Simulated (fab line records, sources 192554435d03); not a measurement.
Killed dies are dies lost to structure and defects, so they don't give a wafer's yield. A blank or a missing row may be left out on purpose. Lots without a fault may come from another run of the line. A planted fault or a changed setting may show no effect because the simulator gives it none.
Split-lot experiment | flow n5_finfet | 7 lots, 21 wafers read, on a route of 1938 steps

THE SPLIT
At N5_BEOL_M10_PEB_26 (peb time 60 s), the setting peb_time_s was moved away from the recipe's 60 s on 7 of the 21 wafers read, by -9.9% to +20.1%. The other wafers ran this setting at the recipe's value.

FROM THE SPLIT TO THE READING: what the file shows between them, 1 step
- N5_BEOL_M10_DEVELOP_27: develop time 30 s

THE READING
cd_nm, in nm, at N5_BEOL_M10_CD_MEAS_28 (target cd 70 nm). Fault-free wafers of this fab line usually give 69.6 nm, standard deviation 0.95 nm.

wafer  | tool, chamber at the split | peb_time_s as run, s | against the recipe | cd_nm, nm | against lot-mates on the recipe
L074.2 | litho_track-03, 0          | 60                   | recipe             | 69.0      | -
L074.4 | litho_track-03, 0          | 67.03                | +11.7%             | 73.2      | +4.2
L074.5 | litho_track-03, 0          | 67.03                | +11.7%             | 74.4      | +5.4
L076.1 | litho_track-01, 0          | 60                   | recipe             | 68.8      | -
L076.2 | litho_track-01, 0          | 60                   | recipe             | 70.4      | -
L076.6 | litho_track-01, 0          | 60                   | recipe             | 69.3      | -
L077.2 | litho_track-05, 0          | 60                   | recipe             | 68.3      | -
L077.4 | litho_track-05, 0          | 65.53                | +9.2%              | 71.7      | +3.8
L077.6 | litho_track-05, 0          | 60                   | recipe             | 67.5      | -
L082.2 | litho_track-01, 0          | 60                   | recipe             | 68.7      | -
L082.3 | litho_track-01, 0          | 54.08                | -9.9%              | 63.9      | -4.8
L082.4 | litho_track-01, 0          | 54.08                | -9.9%              | 64.3      | -4.4
L083.1 | litho_track-05, 0          | 72.06                | +20.1%             | 76.8      | +7.6
L083.3 | litho_track-05, 0          | 72.06                | +20.1%             | 77.6      | +8.4
L083.4 | litho_track-05, 0          | 60                   | recipe             | 69.2      | -
L095.1 | litho_track-05, 0          | 60                   | recipe             | 67.9      | -
L095.4 | litho_track-05, 0          | 60                   | recipe             | 68.9      | -
L095.6 | litho_track-05, 0          | 60                   | recipe             | 68.9      | -
L090.1 | litho_track-03, 0          | 60                   | recipe             | 70.6      | -
L090.2 | litho_track-03, 0          | 60                   | recipe             | 69.8      | -
L090.6 | litho_track-03, 0          | 60                   | recipe             | 71.1      | -

THE FIT
A straight line over all 21 wafers: cd_nm changes by +0.415 nm for each +1% of peb_time_s; r = +0.96; the points scatter about the line by 0.96 nm.
The same after taking each lot's own level away (the mean of its wafers on the recipe; 21 wafers): +0.414 nm for each +1%; r = +0.99; scatter 0.51 nm.
On that fit, the largest move of peb_time_s shifts the reading by 8.3 nm.
The lots' own levels span 67.90 to 70.50 nm, that is 2.7 times the standard deviation above.
So the lot-to-lot level changes the slope little: the two slopes agree.
Check: with one of the wafers moved furthest among these (+20.1%) left out of the fit, the line predicts +8.52 nm for it against its lot-mates. It came out at +7.6 nm against them.

OTHER SPLITS ON THESE WAFERS
These wafers also went through other splits before the reading. Each is held against what the fit with the lots' levels taken away leaves over:
other split on the same wafers   | wafers away from the commonest value | r with cd_nm (lot level and that fit taken away)
N5_BEOL_M8_TRENCH_ETCH_37 time_s | 6                                    | +0.02

THE FILE'S OWN FIT
cd_nm changes by +0.41 nm for each +1% of peb_time_s, r = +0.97.
